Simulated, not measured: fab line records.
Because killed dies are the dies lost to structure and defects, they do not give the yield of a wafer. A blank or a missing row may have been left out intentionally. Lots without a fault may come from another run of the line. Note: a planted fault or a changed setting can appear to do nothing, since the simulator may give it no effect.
Which tool did it? / flow nand harc / 12 lots with 36 wafers sampled at 6 steps, on a route of 1302 steps

## WHAT THE GAUGES SHOWED, per wafer
NHARC_A_START_INSPECT_01.
lot=L155; measured=day 7 13:49; on=defect inspect-01; raw defect count=5 5 5
lot=L154; measured=day 7 14:40; on=defect inspect-02; raw defect count=5 2 1
lot=L157; measured=day 8 08:09; on=defect inspect-02; raw defect count=3 3 3
lot=L159; measured=day 9 10:42; on=defect inspect-01; raw defect count=0 6 3
lot=L160; measured=day 9 15:43; on=defect inspect-01; raw defect count=4 6 2
lot=L161; measured=day 10 03:44; on=defect inspect-01; raw defect count=5 2 6
lot=L163; measured=day 11 06:16; on=defect inspect-02; raw defect count=3 0 3
lot=L171; measured=day 14 07:57; on=defect inspect-02; raw defect count=0 6 4
lot=L172; measured=day 14 14:10; on=defect inspect-02; raw defect count=1 6 0
lot=L174; measured=day 15 22:33; on=defect inspect-02; raw defect count=1 4 4
lot=L175; measured=day 16 01:35; on=defect inspect-02; raw defect count=4 6 2
lot=L176; measured=day 16 08:19; on=defect inspect-01; raw defect count=4 1 2

NHARC_A_SOURCE_PLATE_THK_MEAS_06: measures by ellipsometry.
lot=L155; measured=day 8 11:16; on=film metro-02; thk nm (nm)=196.6 196.4 195.9
lot=L154; measured=day 8 11:16; on=film metro-01; thk nm (nm)=203.4 203.4 203.3
lot=L157; measured=day 9 06:43; on=film metro-02; thk nm (nm)=201.1 200.6 201.0
lot=L159; measured=day 10 11:13; on=film metro-01; thk nm (nm)=199.2 200.8 199.2
lot=L160; measured=day 10 14:49; on=film metro-02; thk nm (nm)=198.4 198.8 196.6
lot=L161; measured=day 11 03:22; on=film metro-02; thk nm (nm)=203.0 202.0 199.0
lot=L163; measured=day 12 09:11; on=film metro-01; thk nm (nm)=198.1 199.7 199.4
lot=L171; measured=day 15 06:27; on=film metro-01; thk nm (nm)=49.8 49.5 48.7
lot=L172; measured=day 15 12:47; on=film metro-01; thk nm (nm)=50.9 48.7 48.5
lot=L174; measured=day 16 21:23; on=film metro-01; thk nm (nm)=194.1 195.0 194.5
lot=L175; measured=day 16 21:22; on=film metro-01; thk nm (nm)=200.8 201.1 201.3
lot=L176; measured=day 17 08:46; on=film metro-01; thk nm (nm)=201.5 204.4 202.2

NHARC_A_ONON_D1_THK_MEAS_05: measures by ellipsometry.
lot=L155; measured=day 8 12:29; on=film metro-01; thk nm (nm)=986 987 986
lot=L154; measured=day 8 12:29; on=film metro-02; thk nm (nm)=1001 1001 1002
lot=L157; measured=day 9 07:58; on=film metro-02; thk nm (nm)=994 993 994
lot=L159; measured=day 10 12:28; on=film metro-01; thk nm (nm)=989 989 990
lot=L160; measured=day 10 16:01; on=film metro-01; thk nm (nm)=996 994 993
lot=L161; measured=day 11 04:37; on=film metro-01; thk nm (nm)=1015 1016 1015
lot=L163; measured=day 12 10:26; on=film metro-02; thk nm (nm)=1019 1017 1017
lot=L174; measured=day 16 22:35; on=film metro-01; thk nm (nm)=1008 1008 1009
lot=L175; measured=day 16 22:35; on=film metro-01; thk nm (nm)=1003 1002 1001
lot=L176; measured=day 17 10:01; on=film metro-02; thk nm (nm)=1006 1006 1008

NHARC_END_SORT_01.
lot=L157; measured=day 26 16:48; on=prober-01; killed at array=23 16 16; killed at other=0 0 1; killed at periphery=1 1 2; killed dies=24 17 19; killed open=1 1 3; killed short=1 2 3
lot=L171; measured=day 32 04:54; on=prober-02; killed at array=674 673 670; killed at other=1 1 2; killed at periphery=2 3 5; killed dies=677 677 677; killed open=4 2 5; killed short=2 0 0
lot=L172; measured=day 32 17:34; on=prober-01; killed at array=671 675 673; killed at other=0 0 0; killed at periphery=6 2 4; killed dies=677 677 677; killed open=3 2 3; killed short=3 6 6

## EACH LOT AND THE TOOL THAT RAN IT (in order: tool; ch and the chambers of the sampled wafers; start)
lot=L155; NHARC_A_ZERO_WELL_ETCH_19=rie diel-11 ch 0,1,2, day 7 14:54; NHARC_A_SOURCE_PLATE_CVD_03=lpcvd poly-04 ch 0, day 8 01:22
lot=L154; NHARC_A_ZERO_WELL_ETCH_19=rie diel-11 ch 1,2,3, day 7 15:46; NHARC_A_SOURCE_PLATE_CVD_03=lpcvd poly-04 ch 0, day 8 01:22
lot=L157; NHARC_A_ZERO_WELL_ETCH_19=rie diel-09 ch 0,2,3, day 8 09:15; NHARC_A_SOURCE_PLATE_CVD_03=lpcvd poly-02 ch 0, day 8 20:15
lot=L159; NHARC_A_ZERO_WELL_ETCH_19=rie diel-11 ch 1,3, day 9 11:49; NHARC_A_SOURCE_PLATE_CVD_03=lpcvd poly-03 ch 0, day 9 23:05
lot=L160; NHARC_A_ZERO_WELL_ETCH_19=rie diel-11 ch 0,2,3, day 9 16:40; NHARC_A_SOURCE_PLATE_CVD_03=lpcvd poly-03 ch 0, day 10 03:52
lot=L161; NHARC_A_ZERO_WELL_ETCH_19=rie diel-11 ch 0,1,3, day 10 04:50; NHARC_A_SOURCE_PLATE_CVD_03=lpcvd poly-04 ch 0, day 10 16:23
lot=L163; NHARC_A_ZERO_WELL_ETCH_19=rie diel-11 ch 1,2, day 11 07:20; NHARC_A_SOURCE_PLATE_CVD_03=lpcvd poly-02 ch 0, day 11 22:25
lot=L171; NHARC_A_ZERO_WELL_ETCH_19=rie diel-11 ch 0,2,3, day 14 09:02; NHARC_A_SOURCE_PLATE_CVD_03=lpcvd poly-04, day 14 19:56
lot=L172; NHARC_A_ZERO_WELL_ETCH_19=rie diel-11 ch 1,2,3, day 14 15:13; NHARC_A_SOURCE_PLATE_CVD_03=lpcvd poly-02, day 15 02:22
lot=L174; NHARC_A_ZERO_WELL_ETCH_19=rie diel-11 ch 0,3, day 15 23:43; NHARC_A_SOURCE_PLATE_CVD_03=lpcvd poly-04 ch 0, day 16 10:46
lot=L175; NHARC_A_ZERO_WELL_ETCH_19=rie diel-09 ch 0,1, day 16 02:40; NHARC_A_SOURCE_PLATE_CVD_03=lpcvd poly-04 ch 0, day 16 10:46
lot=L176; NHARC_A_ZERO_WELL_ETCH_19=rie diel-11 ch 1,2, day 16 09:23; NHARC_A_SOURCE_PLATE_CVD_03=lpcvd poly-02 ch 0, day 16 21:56
- NHARC_A_ZERO_WELL_ETCH_19: etches the open film in N2/H2, target depth 80 nm, overetch 24 nm, time 87.88 s.
- NHARC_A_SOURCE_PLATE_CVD_03: deposits poly-Si, target thk 200 nm, time 4000 s.

## AS READ BY THE TOOLS THEMSELVES (means over the sampled wafers that have a number; for cases with no such wafer, the mark the record gives instead)
NHARC_A_ZERO_WELL_ETCH_19.
lot=L155; tool=rie diel-11; drypump motor current A (A)=6.1; oes product au (a.u.)=0.998; rf fwd power W (W)=397.2; rf vpp V (V)=430.1; showerhead plenum p Torr (Torr)=2.00; throttle valve pct (%)=14.173
lot=L154; tool=rie diel-11; drypump motor current A (A)=5.9; oes product au (a.u.)=1.004; rf fwd power W (W)=396.1; rf vpp V (V)=429.2; showerhead plenum p Torr (Torr)=1.99; throttle valve pct (%)=14.176
lot=L157; tool=rie diel-09; drypump motor current A (A)=6.1; oes product au (a.u.)=0.995; rf fwd power W (W)=397.7; rf vpp V (V)=428.2; showerhead plenum p Torr (Torr)=1.98; throttle valve pct (%)=14.164
lot=L159; tool=rie diel-11; drypump motor current A (A)=5.6; oes product au (a.u.)=1.007; rf fwd power W (W)=396.6; rf vpp V (V)=429.1; showerhead plenum p Torr (Torr)=2.02; throttle valve pct (%)=14.171
lot=L160; tool=rie diel-11; drypump motor current A (A)=6.1; oes product au (a.u.)=1.014; rf fwd power W (W)=396.8; rf vpp V (V)=429.6; showerhead plenum p Torr (Torr)=2.02; throttle valve pct (%)=14.175
lot=L161; tool=rie diel-11; drypump motor current A (A)=5.7; oes product au (a.u.)=1.005; rf fwd power W (W)=396.9; rf vpp V (V)=430.8; showerhead plenum p Torr (Torr)=2.05; throttle valve pct (%)=14.173
lot=L163; tool=rie diel-11; drypump motor current A (A)=6.3; oes product au (a.u.)=1.001; rf fwd power W (W)=396.8; rf vpp V (V)=428.8; showerhead plenum p Torr (Torr)=1.94; throttle valve pct (%)=14.171
lot=L171; tool=rie diel-11; drypump motor current A (A)=6.0; oes product au (a.u.)=1.003; rf fwd power W (W)=396.7; rf vpp V (V)=429.7; showerhead plenum p Torr (Torr)=2.02; throttle valve pct (%)=14.171
lot=L172; tool=rie diel-11; drypump motor current A (A)=6.0; oes product au (a.u.)=1.001; rf fwd power W (W)=395.1; rf vpp V (V)=428.7; showerhead plenum p Torr (Torr)=1.99; throttle valve pct (%)=14.171
lot=L174; tool=rie diel-11; drypump motor current A (A)=5.9; oes product au (a.u.)=1.000; rf fwd power W (W)=396.6; rf vpp V (V)=431.9; showerhead plenum p Torr (Torr)=2.09; throttle valve pct (%)=14.172
lot=L175; tool=rie diel-09; drypump motor current A (A)=5.9; oes product au (a.u.)=0.999; rf fwd power W (W)=397.2; rf vpp V (V)=431.5; showerhead plenum p Torr (Torr)=2.09; throttle valve pct (%)=14.176
lot=L176; tool=rie diel-11; drypump motor current A (A)=6.0; oes product au (a.u.)=0.995; rf fwd power W (W)=395.8; rf vpp V (V)=428.4; showerhead plenum p Torr (Torr)=1.97; throttle valve pct (%)=14.162

NHARC_A_SOURCE_PLATE_CVD_03.
lot=L155; tool=lpcvd poly-04; pressure mtorr (mTorr)=200.0; run length s (s)=4002.7; zone power centre pct (%)=8.7
lot=L154; tool=lpcvd poly-04; pressure mtorr (mTorr)=200.1; run length s (s)=4002.5; zone power centre pct (%)=8.6
lot=L157; tool=lpcvd poly-02; pressure mtorr (mTorr)=200.0; run length s (s)=4002.8; zone power centre pct (%)=10.6
lot=L159; tool=lpcvd poly-03; pressure mtorr (mTorr)=199.7; run length s (s)=4002.0; zone power centre pct (%)=9.8
lot=L160; tool=lpcvd poly-03; pressure mtorr (mTorr)=200.0; run length s (s)=4002.4; zone power centre pct (%)=9.7
lot=L161; tool=lpcvd poly-04; pressure mtorr (mTorr)=200.3; run length s (s)=4002.6; zone power centre pct (%)=8.6
lot=L163; tool=lpcvd poly-02; pressure mtorr (mTorr)=199.7; run length s (s)=4002.4; zone power centre pct (%)=10.7
lot=L171; tool=lpcvd poly-04; pressure mtorr (mTorr)=-; run length s (s)=-; zone power centre pct (%)=-
lot=L172; tool=lpcvd poly-02; pressure mtorr (mTorr)=-; run length s (s)=-; zone power centre pct (%)=-
lot=L174; tool=lpcvd poly-04; pressure mtorr (mTorr)=199.3; run length s (s)=4003.0; zone power centre pct (%)=8.6
lot=L175; tool=lpcvd poly-04; pressure mtorr (mTorr)=200.1; run length s (s)=4002.4; zone power centre pct (%)=8.5
lot=L176; tool=lpcvd poly-02; pressure mtorr (mTorr)=200.1; run length s (s)=4002.1; zone power centre pct (%)=10.6

## THE ANSWER, worked out from the rows above alone
Rule: usual is defined by the lots themselves. Put in order of their means at a reading, lots are off if they are a third of the lots or fewer, leave a main group of 4 or more, and stand apart from it by a gap of 3 or more times the standard deviation of the main group's means; of several such gaps the widest counts. A main group is skipped when, at the precision printed for the reading in the tables above, its means are all equal. Also off: a lot with no number at a reading for which 4 or more lots have one. All remaining lots with rows at the step are treated as sound. After the gauges, taken in route order, come the tools' own readings; for these a lot's mean is taken, as printed above. At the first step where some lot is off, the reading lying furthest off is the one used; lots without a number count as furthest.
Off, at NHARC_A_SOURCE_PLATE_THK_MEAS_06 on thk nm: L171, L172. Main group: mean 199.7 nm, sd 2.6.
A tool fits if, at a process step before that reading, it ran every lot that is off, and no sound lot after the first of them. The gauges at NHARC_A_SOURCE_PLATE_THK_MEAS_06 aren't tried: what is off there is off at NHARC_A_SOURCE_PLATE_CVD_03 too, on other tools, and a gauge's error can't cause that. None of those tried fits.

## WHAT THE SIMULATOR HAD PUT IN
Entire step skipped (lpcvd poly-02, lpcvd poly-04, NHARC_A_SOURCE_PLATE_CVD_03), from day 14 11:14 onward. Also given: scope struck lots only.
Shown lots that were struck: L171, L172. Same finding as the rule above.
